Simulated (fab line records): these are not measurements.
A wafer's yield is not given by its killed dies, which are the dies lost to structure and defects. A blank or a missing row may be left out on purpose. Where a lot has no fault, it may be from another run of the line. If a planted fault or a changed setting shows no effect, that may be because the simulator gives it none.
Matching of chambers / flow n5_finfet / 3 sister chambers for N5_BEOL_M5_PECVD_70 on pecvd-01
The step deposits SiO2 from TEOS/O2, target thk 16 nm, time 18 s. 20 wafers are shown with their chamber, then 10 later ones without.

WAFERS WITH THEIR CHAMBER
wafer=L074.3; chamber=1; showerhead_plenum_p_Torr (Torr)=8.69; throttle_valve_pct (%)=21.4; heater_power_w (W)=698
wafer=L074.4; chamber=2; showerhead_plenum_p_Torr (Torr)=8.67; throttle_valve_pct (%)=21.7; heater_power_w (W)=795
wafer=L074.5; chamber=0; showerhead_plenum_p_Torr (Torr)=8.83; throttle_valve_pct (%)=22.6; heater_power_w (W)=710
wafer=L076.3; chamber=1; showerhead_plenum_p_Torr (Torr)=8.69; throttle_valve_pct (%)=21.4; heater_power_w (W)=728
wafer=L076.5; chamber=2; showerhead_plenum_p_Torr (Torr)=8.68; throttle_valve_pct (%)=21.8; heater_power_w (W)=794
wafer=L076.6; chamber=1; showerhead_plenum_p_Torr (Torr)=8.69; throttle_valve_pct (%)=21.6; heater_power_w (W)=737
wafer=L075.2; chamber=2; showerhead_plenum_p_Torr (Torr)=8.68; throttle_valve_pct (%)=21.9; heater_power_w (W)=792
wafer=L075.3; chamber=0; showerhead_plenum_p_Torr (Torr)=8.86; throttle_valve_pct (%)=22.3; heater_power_w (W)=626
wafer=L075.5; chamber=0; showerhead_plenum_p_Torr (Torr)=8.84; throttle_valve_pct (%)=22.4; heater_power_w (W)=608
wafer=L077.1; chamber=0; showerhead_plenum_p_Torr (Torr)=8.87; throttle_valve_pct (%)=22.6; heater_power_w (W)=656
wafer=L077.4; chamber=1; showerhead_plenum_p_Torr (Torr)=8.68; throttle_valve_pct (%)=21.9; heater_power_w (W)=655
wafer=L077.5; chamber=0; showerhead_plenum_p_Torr (Torr)=8.85; throttle_valve_pct (%)=22.3; heater_power_w (W)=660
wafer=L080.2; chamber=1; showerhead_plenum_p_Torr (Torr)=8.70; throttle_valve_pct (%)=21.7; heater_power_w (W)=744
wafer=L080.5; chamber=0; showerhead_plenum_p_Torr (Torr)=8.88; throttle_valve_pct (%)=22.4; heater_power_w (W)=632
wafer=L080.6; chamber=1; showerhead_plenum_p_Torr (Torr)=8.70; throttle_valve_pct (%)=21.4; heater_power_w (W)=750
wafer=L082.2; chamber=2; showerhead_plenum_p_Torr (Torr)=8.70; throttle_valve_pct (%)=21.8; heater_power_w (W)=789
wafer=L082.3; chamber=0; showerhead_plenum_p_Torr (Torr)=8.86; throttle_valve_pct (%)=22.1; heater_power_w (W)=726
wafer=L082.5; chamber=0; showerhead_plenum_p_Torr (Torr)=8.86; throttle_valve_pct (%)=22.2; heater_power_w (W)=730
wafer=L087.2; chamber=2; showerhead_plenum_p_Torr (Torr)=8.69; throttle_valve_pct (%)=22.3; heater_power_w (W)=834
wafer=L087.3; chamber=1; showerhead_plenum_p_Torr (Torr)=8.70; throttle_valve_pct (%)=21.5; heater_power_w (W)=721

SIGNATURES (averages over the wafers above)
reading=showerhead_plenum_p_Torr; chamber 0=8.8562; chamber 1=8.6929; chamber 2=8.6840; scatter within a chamber=0.0125
reading=throttle_valve_pct; chamber 0=22.363; chamber 1=21.557; chamber 2=21.900; scatter within a chamber=0.196
reading=heater_power_w; chamber 0=668.50; chamber 1=719.00; chamber 2=800.80; scatter within a chamber=37.4
Rule: a wafer's distance from a chamber is the root of the sum, over the readings, of the square of ((its reading less the chamber's mean) divided by the reading's scatter). The wafer belongs to the nearest chamber; if the next one is less than 2 further off, it can't be placed. The scatter: the root of (the sum of the squares of (reading less its chamber's mean) over the shown wafers, divided by (wafers less chambers)).

WAFERS WITHOUT THEIR CHAMBER
wafer=L087.5; showerhead_plenum_p_Torr (Torr)=8.69; throttle_valve_pct (%)=22.3; heater_power_w (W)=821
wafer=L088.2; showerhead_plenum_p_Torr (Torr)=8.70; throttle_valve_pct (%)=21.4; heater_power_w (W)=749
wafer=L088.4; showerhead_plenum_p_Torr (Torr)=8.67; throttle_valve_pct (%)=21.3; heater_power_w (W)=774
wafer=L088.6; showerhead_plenum_p_Torr (Torr)=8.65; throttle_valve_pct (%)=22.0; heater_power_w (W)=786
wafer=L090.1; showerhead_plenum_p_Torr (Torr)=8.69; throttle_valve_pct (%)=22.3; heater_power_w (W)=773
wafer=L090.2; showerhead_plenum_p_Torr (Torr)=8.67; throttle_valve_pct (%)=21.6; heater_power_w (W)=712
wafer=L090.3; showerhead_plenum_p_Torr (Torr)=8.84; throttle_valve_pct (%)=22.3; heater_power_w (W)=700
wafer=L096.2; showerhead_plenum_p_Torr (Torr)=8.69; throttle_valve_pct (%)=22.4; heater_power_w (W)=723
wafer=L096.3; showerhead_plenum_p_Torr (Torr)=8.83; throttle_valve_pct (%)=22.3; heater_power_w (W)=684
wafer=L096.6; showerhead_plenum_p_Torr (Torr)=8.68; throttle_valve_pct (%)=22.3; heater_power_w (W)=713

EACH ONE'S CHAMBER
wafer=L087.5; from the rows above=2; in truth=2
wafer=L088.2; from the rows above=can't be placed: 1 or 2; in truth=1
wafer=L088.4; from the rows above=can't be placed: 1 or 2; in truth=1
wafer=L088.6; from the rows above=can't be placed: 2 or 1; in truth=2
wafer=L090.1; from the rows above=can't be placed: 2 or 1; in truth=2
wafer=L090.2; from the rows above=can't be placed: 1 or 2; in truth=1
wafer=L090.3; from the rows above=0; in truth=0
wafer=L096.2; from the rows above=can't be placed: 2 or 1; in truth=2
wafer=L096.3; from the rows above=0; in truth=0
wafer=L096.6; from the rows above=can't be placed: 2 or 1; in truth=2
Placed correctly: 3 of 10. From these rows, 7 cannot be placed; in 7 the true chamber is one of the candidates. Number placed wrongly: 0.
